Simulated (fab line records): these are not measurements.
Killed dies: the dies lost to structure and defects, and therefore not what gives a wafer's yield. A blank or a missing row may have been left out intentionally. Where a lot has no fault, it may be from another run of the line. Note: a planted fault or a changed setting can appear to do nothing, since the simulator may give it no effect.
fab line records	flow nand-harc
[record] lots = 24	wafers = 72	last-day = 25
route steps=1159 shown A_CHANNEL_FILL_D1@494 A_STAIRCASE@519
lots with no fault: from the same line, run without faults
start-h: hours from the record's first day to the start of the lot's first wafer shown	wait-h: time in hours since the lot's previous step	" same as the row above	L1.1+2: a single row standing in for several wafers	- no value, or no start was given	* or withheld: withheld	< > ~ a bound
route shown NAME@n: NAME is a module with steps in the file, n the number in the route of the first one	usual: the fault-free wafers' mean and standard deviation	same: alike in all rows	chamber/n: place in a boat	sites: per-site readings	_std_site: how widely they spread, as a standard deviation	_edge_site: outer sites' mean less inner sites'	radius-mm: how far each site lies from the wafer's centre	mask NAME#n: copy n	behind: the tool/chamber that last shaped the wafer	hold: why the lot went on hold/how many hours it stayed there/how the hold came to an end	device: transistor that didn't switch, given as n, p or np	end of line: tests of these same wafers at the route's end	step lacking rows: just its recipe	killed: the dies lost at the first sort to structure and to defects; this is not the yield of the wafer	map: shows each die of a wafer: x if killed, . if not, _ if none is there
set.NAME: setting as actually run; set.NAME@STEP: the setting as run at that earlier step	model.NAME: the simulator's own value behind a step, which no gauge read
a sample of lots followed through the steps of the route, with each step as a table and each wafer as a row
services: when a tool's chamber went out of use (start-h, in hours from the record's first day, below 0 if earlier), for how many hours, and the reason
[[steps]]
[step NHARC_A_CHANNEL_FILL_D1_ALD_14]
[recipe] target-thk-a = 25	pulse-time-s = 10	ald-cycles = 25	temp-c = 300	material = SiO2
[usual] heater-power-w = 467/37	precursor-pulse-height-rel = 1.001/0.021
lot.wafer	tool	chamber	start-h	wait-h	heater-power-w	precursor-pulse-height-rel
L074.3	ald-hk-03	0	200.49	0.1	493	0.993
L074.2	"	1	"	"	372	1.013
L074.1	"	2	"	"	487	0.958
L075.4	ald-hk-01	0	200.50	0.1	445	0.978
L075.2	"	1	"	"	524	1.001
L075.3	"	2	"	"	487	1.007
L077.4	ald-hk-01	0	211.15	0.1	432	1.012
L077.3	"	1	"	"	525	0.990
L077.1	"	2	"	"	448	0.986
L078.2	ald-hk-04	2	211.22	0.1	466	1.031
L078.5	"	0	"	"	456	0.991
L078.6	"	1	"	"	460	0.990
L076.2	ald-hk-03	0	211.23	0.1	495	0.956
L076.5	"	2	"	"	485	0.971
L076.6	"	3	"	"	451	1.009
L079.4	ald-hk-01	3	218.43	0.0	498	0.947
L079.1	"	2	"	"	470	0.959
L079.6	"	0	"	"	435	0.982
L081.1	ald-hk-04	0	236.24	5.9	452	1.011
L081.2	"	1	"	"	462	1.001
L081.5	"	2	"	"	466	0.986
L080.1	ald-hk-04	0	236.50	6.2	454	0.989
L080.6	"	1	"	"	468	1.013
L080.5	"	2	"	"	461	0.982
L082.1	ald-hk-04	3	244.09	0.5	459	1.004
L082.2	"	0	"	"	464	1.013
L082.5	"	1	"	"	456	0.977
L084.4	ald-hk-03	1	244.10	0.5	354	0.990
L084.6	"	0	"	"	504	1.029
L084.5	"	1	"	"	357	1.018
L083.1	ald-hk-04	1	244.28	0.6	459	0.975
L083.2	"	3	"	"	448	1.002
L083.5	"	1	"	"	460	0.995
L087.1	ald-hk-01	0	267.78	0.0	443	0.966
L087.3	"	1	"	"	481	0.984
L087.5	"	1	"	"	499	0.990
L088.4	ald-hk-01	1	268.01	0.3	486	1.001
L088.1	"	2	"	"	491	0.991
L088.5	"	1	"	"	499	1.009
L085.4	ald-hk-01	2	272.41	0.0	488	1.013
L085.1	"	1	"	"	493	1.011
L085.6	"	3	"	"	500	1.004
L086.2	ald-hk-01	1	272.63	0.3	500	0.971
L086.1	"	3	"	"	506	0.993
L086.6	"	2	"	"	487	1.003
L090.1	ald-hk-01	0	285.70	0.0	444	0.984
L090.4	"	3	"	"	526	0.990
L090.6	"	1	"	"	508	0.998
L089.1	ald-hk-01	2	285.99	0.3	482	1.043
L089.3	"	3	"	"	513	1.019
L089.6	"	1	"	"	500	1.042
L092.1	ald-hk-03	1	288.95	0.0	370	1.024
L092.2	"	2	"	"	494	0.983
L092.6	"	1	"	"	364	1.020
L091.2	ald-hk-04	3	288.99	0.1	454	1.013
L091.3	"	0	"	"	455	0.973
L091.1	"	1	"	"	469	1.028
L094.4	ald-hk-03	1	305.79	1.1	365	1.012
L094.2	"	3	"	"	470	1.029
L094.5	"	0	"	"	485	0.989
L095.4	ald-hk-03	0	306.05	1.3	496	1.007
L095.3	"	1	"	"	370	0.995
L095.5	"	2	"	"	501	1.017
L093.3	ald-hk-04	2	309.38	0.1	480	0.990
L093.1	"	0	"	"	458	0.978
L093.6	"	2	"	"	465	1.007
L096.2	ald-hk-03	2	315.62	0.1	493	1.037
L096.1	"	3	"	"	460	0.997
L096.6	"	1	"	"	377	0.974
L097.3	ald-hk-01	3	328.63	0.0	499	1.016
L097.4	"	1	"	"	504	0.988
L097.6	"	3	"	"	491	0.999
[step NHARC_A_CHANNEL_FILL_D1_ALD_15]
[recipe] target-thk-a = 20	pulse-time-s = 60	ald-cycles = 19	temp-c = 630	pressure-torr = 2	material = SiNx
[usual] chamber-pressure-Torr = 2.001/0.0043	precursor-pulse-height-rel = 0.998/0.02
lot.wafer	tool	chamber	start-h	wait-h	chamber-pressure-Torr	precursor-pulse-height-rel
L074.1	ald-sin-batch-01	0	-	-	2.003	0.971
L074.2	"	0	"	"	2.000	0.991
L074.3	"	0	"	"	1.999	0.967
L075.2	ald-sin-batch-01	0	-	-	2.008	0.954
L075.3	"	0	"	"	2.003	0.992
L075.4	"	0	"	"	2.005	0.995
L076.2	ald-sin-batch-01	0	-	-	2.000	0.986
L076.5	"	0	"	"	1.998	1.003
L076.6	"	0	"	"	1.992	1.011
L077.1	ald-sin-batch-01	0	-	-	1.996	1.014
L077.3	"	0	"	"	1.999	0.995
L077.4	"	0	"	"	2.005	0.990
L078.2	ald-sin-batch-01	0	-	-	1.997	1.002
L078.5	"	0	"	"	1.998	0.974
L078.6	"	0	"	"	1.999	1.008
L079.1	ald-sin-batch-02	0	-	-	2.003	0.997
L079.4	"	0	"	"	2.005	0.995
L079.6	"	0	"	"	2.008	0.989
L080.1	ald-sin-batch-02	0	-	-	2.005	0.997
L080.5	"	0	"	"	1.998	1.000
L080.6	"	0	"	"	1.997	1.023
L081.1	ald-sin-batch-02	0	-	-	1.995	0.995
L081.2	"	0	"	"	1.996	0.997
L081.5	"	0	"	"	1.996	0.963
L082.1	ald-sin-batch-02	0	-	-	1.999	1.019
L082.2	"	0	"	"	1.997	1.030
L082.5	"	0	"	"	2.002	1.023
L083.1	ald-sin-batch-02	0	-	-	2.009	1.002
L083.2	"	0	"	"	2.004	0.995
L083.5	"	0	"	"	2.008	1.005
L084.4	ald-sin-batch-02	0	-	-	2.003	1.030
L084.5	"	0	"	"	1.999	0.983
L084.6	"	0	"	"	2.001	0.992
L087.1	ald-sin-batch-02	0	-	-	2.003	0.985
L087.3	"	0	"	"	1.998	1.000
L087.5	"	0	"	"	2.004	0.972
L088.1	ald-sin-batch-02	0	-	-	1.998	1.011
L088.4	"	0	"	"	2.002	1.009
L088.5	"	0	"	"	2.003	0.998
L085.1	ald-sin-batch-03	0	-	-	1.998	0.998
L085.4	"	0	"	"	1.994	0.991
L085.6	"	0	"	"	1.997	1.014
L086.1	ald-sin-batch-03	0	-	-	1.999	1.009
L086.2	"	0	"	"	2.002	0.996
L086.6	"	0	"	"	1.998	0.963
L089.1	ald-sin-batch-03	0	-	-	1.998	0.985
L089.3	"	0	"	"	2.005	1.011
L089.6	"	0	"	"	1.998	0.990
L090.1	ald-sin-batch-03	0	-	-	1.998	1.041
L090.4	"	0	"	"	1.999	0.966
L090.6	"	0	"	"	2.000	0.984
L091.1	ald-sin-batch-01	0	-	-	2.001	1.002
L091.2	"	0	"	"	1.992	1.031
L091.3	"	0	"	"	2.001	0.978
L092.1	ald-sin-batch-01	0	-	-	1.998	0.981
L092.2	"	0	"	"	1.999	0.996
L092.6	"	0	"	"	2.006	0.968
L094.2	ald-sin-batch-01	0	-	-	2.003	1.002
L094.4	"	0	"	"	1.996	1.002
L094.5	"	0	"	"	2.007	1.015
L095.3	ald-sin-batch-01	0	-	-	1.999	1.008
L095.4	"	0	"	"	2.007	0.997
L095.5	"	0	"	"	2.000	1.004
L093.1	ald-sin-batch-03	0	-	-	2.005	0.996
L093.3	"	0	"	"	2.002	1.004
L093.6	"	0	"	"	2.001	1.012
L096.1	ald-sin-batch-01	0	-	-	2.004	1.018
L096.2	"	0	"	"	2.001	0.954
L096.6	"	0	"	"	2.007	1.030
L097.3	ald-sin-batch-02	0	331.98	3.3	2.000	1.002
L097.4	"	0	"	"	1.996	0.974
L097.6	"	0	"	"	1.995	1.019
[step NHARC_A_CHANNEL_FILL_D1_ALD_25]
[recipe] target-thk-a = 600	pulse-time-s = 10	ald-cycles = 600	temp-c = 300	material = SiOx
[usual] heater-power-w = 463/36	precursor-pulse-height-rel = 1.001/0.019
lot.wafer	tool	chamber	start-h	wait-h	heater-power-w	precursor-pulse-height-rel
L075.4	ald-hk-04	0	232.48	2.4	464	0.991
L075.2	"	2	233.71	3.6	468	0.996
L075.3	"	3	"	"	451	0.975
L074.1	ald-hk-03	2	234.52	4.4	480	0.966
L074.2	"	3	"	"	466	1.010
L074.3	"	0	"	"	491	0.983
L077.3	ald-hk-04	2	240.22	0.1	465	1.010
L077.4	"	0	241.43	1.3	458	0.981
L077.1	"	1	"	"	473	1.040
L076.2	ald-hk-01	2	241.40	1.2	483	1.017
L076.5	"	2	246.29	6.1	485	0.987
L076.6	"	3	247.51	7.3	482	1.008
L078.2	ald-hk-03	2	241.44	1.3	493	0.988
L078.5	"	0	242.67	2.5	509	1.006
L078.6	"	1	"	"	359	1.014
L079.1	ald-hk-03	0	249.40	0.5	492	0.993
L079.4	"	1	"	"	360	1.030
L079.6	"	0	251.90	3.0	498	0.996
L081.1	ald-hk-04	0	267.47	0.1	447	1.010
L081.2	"	2	268.73	1.3	459	0.995
L081.5	"	1	270.62	3.2	470	1.005
L080.1	ald-hk-03	3	271.17	3.8	455	0.984
L080.5	"	0	272.40	5.0	507	1.006
L080.6	"	1	273.64	6.2	365	0.996
L084.4	ald-hk-01	2	275.01	0.1	491	1.018
L084.5	"	2	277.45	2.5	484	1.008
L084.6	"	3	"	"	493	1.009
L083.1	ald-hk-04	3	278.09	3.1	463	0.981
L083.2	"	0	"	"	443	0.991
L083.5	"	3	280.56	5.6	454	1.010
L082.2	ald-hk-03	1	278.74	3.8	357	1.013
L082.1	"	3	279.98	5.0	461	0.987
L082.5	"	1	281.21	6.2	368	1.012
L087.1	ald-hk-03	3	299.00	0.1	468	1.036
L087.3	"	1	300.21	1.3	369	0.996
L087.5	"	3	301.43	2.5	465	1.011
L088.4	ald-hk-04	1	299.00	0.1	458	0.986
L088.1	"	0	300.88	1.9	453	1.005
L088.5	"	1	"	"	466	1.006
L085.4	ald-hk-01	1	303.37	0.1	500	0.965
L085.1	"	3	305.80	2.5	495	0.974
L085.6	"	2	309.44	6.1	473	0.979
L086.1	ald-hk-04	2	303.38	0.1	476	1.012
L086.2	"	0	304.62	1.3	466	0.969
L086.6	"	3	306.49	3.2	446	1.032
L090.4	ald-hk-01	1	314.39	0.1	484	1.000
L090.1	"	3	315.62	1.3	502	1.006
L090.6	"	2	317.47	3.1	473	0.988
L089.3	ald-hk-04	0	315.01	0.7	461	0.984
L089.1	"	1	"	"	473	1.007
L089.6	"	3	316.84	2.5	468	1.016
L092.1	ald-hk-04	1	319.36	0.1	454	0.962
L092.2	"	3	320.57	1.3	452	0.982
L092.6	"	1	321.78	2.5	463	0.980
L091.1	ald-hk-03	3	319.89	0.6	463	0.977
L091.2	"	0	"	"	509	0.977
L091.3	"	1	"	"	364	1.001
L094.2	ald-hk-04	3	335.34	0.1	463	1.011
L094.4	"	1	336.59	1.3	454	1.002
L094.5	"	3	337.84	2.6	467	0.988
L095.3	ald-hk-01	0	337.84	2.5	468	0.992
L095.4	"	1	339.08	3.8	510	0.990
L095.5	"	2	340.32	5.0	484	0.965
L093.1	ald-hk-03	1	338.43	0.1	370	0.987
L093.3	"	2	"	"	476	0.981
L093.6	"	1	340.87	2.5	373	1.034
L096.1	ald-hk-04	1	345.06	0.1	466	0.965
L096.2	"	3	346.29	1.3	464	0.997
L096.6	"	2	348.13	3.1	474	0.989
L097.4	ald-hk-01	3	358.83	1.3	504	1.029
L097.3	"	0	"	"	452	1.007
L097.6	"	1	"	"	510	1.024
[step NHARC_A_STAIRCASE_DEP_156]
[recipe] target-thk-a = 500	temp-c = 400	target-thk-nm = 50	flow-sccm = 200	rf-w = 450	material = SiNx
[usual] heater-power-w = 683/88	rf-fwd-power-W = 448.0/1.5
lot.wafer	tool	chamber	start-h	wait-h	heater-power-w	rf-fwd-power-W
L074.3	pecvd-03	1	244.45	0.1	803	448.9
L074.1	"	2	"	"	759	448.6
L074.2	"	0	"	"	688	447.9
L075.2	pecvd-03	1	244.65	0.2	758	448.0
L075.3	"	2	"	"	719	446.0
L075.4	"	1	"	"	776	447.4
L078.2	pecvd-04	0	252.25	0.1	646	446.7
L078.5	"	0	"	"	644	447.9
L078.6	"	1	"	"	551	449.6
L077.1	pecvd-03	1	252.26	0.1	702	445.5
L077.4	"	0	"	"	601	448.5
L077.3	"	1	"	"	731	445.4
L076.2	pecvd-01	0	257.13	0.1	737	445.9
L076.5	"	0	"	"	737	445.6
L076.6	"	1	"	"	604	448.4
L079.1	pecvd-01	2	261.62	0.1	699	446.8
L079.4	"	0	"	"	758	448.5
L079.6	"	1	"	"	578	446.5
L081.2	pecvd-04	1	279.63	0.1	526	447.4
L081.1	"	0	"	"	648	447.2
L081.5	"	2	"	"	739	447.4
L080.1	pecvd-04	2	283.14	0.1	665	447.7
L080.5	"	1	"	"	563	449.5
L080.6	"	0	"	"	550	447.5
L084.5	pecvd-03	1	287.23	0.2	750	448.1
L084.4	"	2	"	"	778	447.1
L084.6	"	0	"	"	743	450.2
L083.2	pecvd-01	0	289.46	0.1	820	447.2
L083.1	"	1	"	"	637	446.8
L083.5	"	2	"	"	671	447.0
L082.2	pecvd-03	2	289.60	0.1	763	447.5
L082.1	"	0	"	"	726	447.9
L082.5	"	1	"	"	766	448.9
L087.1	pecvd-03	0	311.14	0.1	663	448.2
L087.3	"	1	"	"	734	447.1
L087.5	"	2	"	"	797	448.6
L088.1	pecvd-03	1	311.34	0.1	837	447.5
L088.4	"	2	"	"	729	446.1
L088.5	"	0	"	"	657	450.1
L086.2	pecvd-04	1	315.43	0.1	480	446.6
L086.1	"	2	"	"	761	450.7
L086.6	"	0	"	"	671	447.0
L085.1	pecvd-01	1	318.90	0.1	544	449.7
L085.6	"	0	"	"	793	448.3
L085.4	"	1	"	"	553	449.9
L089.3	pecvd-03	0	326.49	0.1	548	449.1
L089.1	"	2	"	"	628	449.8
L089.6	"	2	"	"	643	449.0
L090.1	pecvd-01	2	326.52	0.1	551	450.3
L090.4	"	1	"	"	595	446.4
L090.6	"	0	"	"	795	448.2
L092.1	pecvd-01	1	331.47	0.1	623	449.2
L092.2	"	0	"	"	765	447.0
L092.6	"	0	"	"	773	446.7
L091.1	pecvd-04	2	331.63	0.1	707	451.0
L091.2	"	0	"	"	608	448.2
L091.3	"	2	"	"	731	448.3
L094.2	pecvd-03	2	347.46	0.1	738	447.0
L094.4	"	0	"	"	553	449.7
L094.5	"	1	"	"	727	444.8
L095.3	pecvd-01	2	350.56	0.2	635	446.9
L095.4	"	0	"	"	814	445.2
L095.5	"	0	"	"	846	445.7
L093.3	pecvd-03	2	350.64	0.1	745	449.7
L093.1	"	1	"	"	860	447.0
L093.6	"	1	"	"	860	449.3
L096.1	pecvd-04	2	357.11	0.1	713	451.8
L096.2	"	1	"	"	491	447.3
L096.6	"	1	"	"	501	446.7
L097.3	pecvd-03	0	369.92	0.1	642	447.6
L097.6	"	0	"	"	641	449.7
L097.4	"	1	"	"	730	444.9
[step NHARC_A_STAIRCASE_ETCH_15]
[recipe] target-depth-a = 1000	time-s = 40.5	ion-energy-ev = 400	c4f8-flow-sccm = 20	o2-flow-sccm = 10	ar-flow-sccm = withheld	rf-w = 600	bias-w = 1000	chemistry = C4F8/O2
[usual] oes-product-au = 0.933/0.013	rf-fwd-power-W = 592/3.1	rf-vpp-V = 895/4.1
[same] time-s = 40.5
lot.wafer	tool	chamber	start-h	wait-h	oes-product-au	rf-fwd-power-W	rf-hours-counter-h	rf-vpp-V
L074.3	rie-diel-01	1	-	-	0.938	592	37	900
L074.1	"	3	"	"	0.918	593	34	890
L074.2	"	0	"	"	0.907	589	38	893
L075.3	rie-diel-08	3	-	-	0.925	594	46	899
L075.2	"	1	"	"	0.941	586	41	893
L075.4	"	3	"	"	0.921	594	-	900
L078.2	rie-diel-01	1	-	-	0.936	588	39	900
L078.5	"	3	"	"	0.925	591	-	889
L078.6	"	0	"	"	0.914	585	-	892
L077.1	rie-diel-08	0	-	-	0.923	594	39	889
L077.3	"	2	"	"	0.942	593	44	900
L077.4	"	3	"	"	0.905	595	49	900
L076.2	rie-diel-01	2	-	-	0.912	590	41	894
L076.5	"	2	"	"	0.919	590	-	894
L076.6	"	0	"	"	0.912	584	-	892
L079.1	rie-diel-08	1	-	-	0.921	585	50	893
L079.4	"	2	"	"	0.929	594	49	900
L079.6	"	3	"	"	0.905	594	-	899
L081.1	rie-diel-08	1	-	-	0.941	590	57	892
L081.2	"	2	"	"	0.934	593	55	899
L081.5	"	0	"	"	0.923	595	-	889
L080.1	rie-diel-02	0	-	-	0.939	594	48	897
L080.6	"	3	"	"	0.959	592	-	898
L080.5	"	0	"	"	0.935	596	-	896
L084.4	rie-diel-01	2	-	-	0.940	592	52	894
L084.5	"	1	"	"	0.948	591	-	899
L084.6	"	2	"	"	0.936	592	-	894
L083.2	rie-diel-08	0	-	-	0.936	595	56	888
L083.1	"	1	"	"	0.950	592	61	895
L083.5	"	0	"	"	0.934	593	-	889
L082.1	rie-diel-01	3	-	-	0.933	590	45	890
L082.2	"	0	"	"	0.928	587	55	893
L082.5	"	2	"	"	0.939	595	-	893
L087.3	rie-diel-01	1	-	-	0.951	590	61	899
L087.1	"	3	"	"	0.915	589	53	889
L087.5	"	1	"	"	0.948	589	-	899
L088.4	rie-diel-08	3	-	-	0.950	595	1	900
L088.1	"	0	"	"	0.945	595	2	889
L088.5	"	2	"	"	0.952	593	-	900
L086.2	rie-diel-08	3	-	-	0.927	596	3	900
L086.1	"	1	"	"	0.921	590	5	892
L086.6	"	3	"	"	0.924	597	-	899
L085.1	rie-diel-02	3	-	-	0.944	595	59	896
L085.4	"	1	"	"	0.923	593	60	900
L085.6	"	2	"	"	0.929	592	-	891
L090.1	rie-diel-08	1	-	-	0.924	588	13	890
L090.4	"	1	"	"	0.930	588	-	893
L090.6	"	3	"	"	0.931	594	-	899
L089.1	rie-diel-08	1	-	-	0.925	589	14	892
L089.3	"	2	"	"	0.924	594	13	901
L089.6	"	3	"	"	0.934	594	-	898
L092.2	rie-diel-01	3	-	-	0.907	591	7	888
L092.1	"	0	"	"	0.927	586	7	891
L092.6	"	3	"	"	0.911	591	-	890
L091.1	rie-diel-01	1	-	-	0.924	591	7	899
L091.2	"	3	"	"	0.908	590	8	888
L091.3	"	0	"	"	0.927	586	8	892
L094.2	rie-diel-01	1	-	-	0.949	592	14	899
L094.4	"	2	"	"	0.928	595	14	894
L094.5	"	0	"	"	0.951	587	-	893
L095.3	rie-diel-01	2	-	-	0.923	596	14	893
L095.4	"	3	"	"	0.917	590	15	889
L095.5	"	0	"	"	0.947	587	-	892
L093.3	rie-diel-08	3	-	-	0.926	595	28	900
L093.1	"	2	"	"	0.936	591	27	900
L093.6	"	0	"	"	0.925	595	-	888
L096.2	rie-diel-02	0	-	-	0.930	594	7	895
L096.1	"	3	"	"	0.948	593	10	896
L096.6	"	1	"	"	0.937	592	-	901
L097.4	rie-diel-08	3	-	-	0.948	594	33	899
L097.3	"	0	"	"	0.947	594	25	888
L097.6	"	2	"	"	0.952	595	-	899
[step NHARC_A_STAIRCASE_ETCH_25]
[recipe] target-depth-a = 1000	time-s = 40.5	ion-energy-ev = 400	c4f8-flow-sccm = 20	o2-flow-sccm = 10	ar-flow-sccm = withheld	rf-w = 600	bias-w = 1000	chemistry = C4F8/O2
[usual] oes-product-au = 0.937/0.012	rf-fwd-power-W = 591.4/2.7	rf-vpp-V = 895/4
[same] time-s = 40.5
lot.wafer	tool	chamber	start-h	wait-h	oes-product-au	rf-fwd-power-W	rf-hours-counter-h	rf-vpp-V
L074.3	rie-diel-01	2	-	-	0.940	594.6	36	893
L074.1	"	0	"	"	0.927	584.8	39	894
L074.2	"	1	"	"	0.952	590.2	38	897
L075.2	rie-diel-08	1	-	-	0.921	590.0	42	894
L075.3	"	2	"	"	0.938	592.4	41	901
L075.4	"	2	"	"	0.922	591.8	-	900
L078.2	rie-diel-01	0	-	-	0.928	587.4	41	895
L078.5	"	0	"	"	0.925	586.7	-	894
L078.6	"	2	"	"	0.920	591.6	-	896
L077.1	rie-diel-01	1	-	-	0.934	590.9	41	900
L077.3	"	0	"	"	0.925	588.6	42	893
L077.4	"	0	"	"	0.916	585.5	-	893
L076.2	rie-diel-01	0	-	-	0.932	585.1	44	893
L076.5	"	2	"	"	0.930	589.7	-	894
L076.6	"	0	"	"	0.924	588.4	-	893
L079.4	rie-diel-01	0	-	-	0.931	586.0	46	893
L079.1	"	1	"	"	0.947	592.1	45	898
L079.6	"	3	"	"	0.932	591.6	-	890
L081.2	rie-diel-01	1	-	-	0.944	594.4	50	900
L081.1	"	3	"	"	0.949	588.6	42	889
L081.5	"	2	"	"	0.937	589.6	-	894
L080.1	rie-diel-01	1	-	-	0.941	591.9	52	899
L080.6	"	1	"	"	0.933	593.3	-	902
L080.5	"	2	"	"	0.928	591.7	-	894
L084.4	rie-diel-01	0	-	-	0.920	585.9	54	893
L084.5	"	1	"	"	0.950	589.5	-	898
L084.6	"	2	"	"	0.944	595.7	-	894
L083.2	rie-diel-08	3	-	-	0.901	594.1	63	898
L083.1	"	1	"	"	0.943	584.0	61	892
L083.5	"	3	"	"	0.912	597.0	-	900
L082.2	rie-diel-01	0	-	-	0.941	589.9	55	891
L082.1	"	1	"	"	0.966	593.4	55	900
L082.5	"	3	"	"	0.929	589.5	-	888
L087.3	rie-diel-08	2	-	-	0.944	590.3	2	900
L087.1	"	0	"	"	0.927	596.8	3	889
L087.5	"	2	"	"	0.943	593.1	-	900
L088.1	rie-diel-02	2	-	-	0.943	590.9	58	890
L088.4	"	3	"	"	0.968	591.8	56	896
L088.5	"	2	"	"	0.944	592.8	-	890
L085.4	rie-diel-02	3	-	-	0.966	593.7	60	897
L085.1	"	0	"	"	0.945	591.8	62	896
L085.6	"	1	"	"	0.935	589.4	-	901
L086.2	rie-diel-08	1	-	-	0.926	586.6	10	894
L086.1	"	3	"	"	0.931	592.4	9	900
L086.6	"	3	"	"	0.931	595.0	-	899
L090.4	rie-diel-01	1	-	-	0.952	589.9	5	899
L090.1	"	2	"	"	0.936	590.4	4	893
L090.6	"	1	"	"	0.947	587.9	-	897
L089.1	rie-diel-01	2	-	-	0.932	590.9	5	894
L089.3	"	0	"	"	0.937	587.8	6	892
L089.6	"	2	"	"	0.919	591.3	-	895
L091.1	rie-diel-01	2	-	-	0.923	597.0	8	895
L091.3	"	0	"	"	0.961	589.6	9	894
L091.2	"	1	"	"	0.953	589.7	8	897
L092.2	rie-diel-08	2	-	-	0.927	595.8	18	901
L092.1	"	3	"	"	0.949	595.7	17	898
L092.6	"	2	"	"	0.951	591.2	-	899
L094.4	rie-diel-08	1	-	-	0.941	588.8	19	893
L094.2	"	2	"	"	0.956	591.2	24	899
L094.5	"	1	"	"	0.948	584.4	-	892
L095.4	rie-diel-08	2	-	-	0.930	591.8	28	899
L095.3	"	3	"	"	0.925	592.8	28	899
L095.5	"	3	"	"	0.933	592.9	-	899
L093.1	rie-diel-02	3	-	-	0.954	594.3	9	895
L093.3	"	0	"	"	0.942	595.0	6	896
L093.6	"	2	"	"	0.935	593.1	-	891
L096.2	rie-diel-02	2	-	-	0.929	591.1	10	890
L096.1	"	0	"	"	0.949	592.4	7	895
L096.6	"	3	"	"	0.942	592.5	-	897
L097.3	rie-diel-08	1	-	-	0.927	588.3	30	892
L097.4	"	2	"	"	0.945	594.6	33	898
L097.6	"	2	"	"	0.941	590.7	-	901
[[services]]
tool	chamber	start-h	hours	kind
ald-hk-04	-	186.08	10.0	pm
pecvd-04	-	195.00	13.0	pm
rie-diel-01	3	200.12	7.1	repair
rie-diel-01	-	206.29	0.6	repair
pecvd-03	1	211.71	5.7	repair
ald-sin-batch-02	-	212.82	4.5	repair
ald-hk-01	-	228.00	10.0	pm
pecvd-01	-	237.00	13.0	pm
rie-diel-08	0	240.17	12.9	repair
pecvd-04	-	240.46	0.5	repair
pecvd-03	2	245.31	16.2	repair
rie-diel-01	3	256.86	8.8	repair
rie-diel-02	3	267.86	7.5	repair
pecvd-03	-	292.05	13.0	pm
rie-diel-08	-	301.82	9.0	pm
ald-sin-batch-03	-	314.48	26.0	pm
rie-diel-01	-	314.97	9.0	pm
rie-diel-08	0	318.40	14.4	repair
rie-diel-02	-	328.58	9.0	pm
pecvd-04	1	331.20	11.3	repair
rie-diel-08	1	331.54	11.2	repair
rie-diel-02	0	337.94	7.0	repair
pecvd-01	-	344.04	0.2	repair
ald-hk-04	-	365.18	10.0	pm
[[key]]
fault none
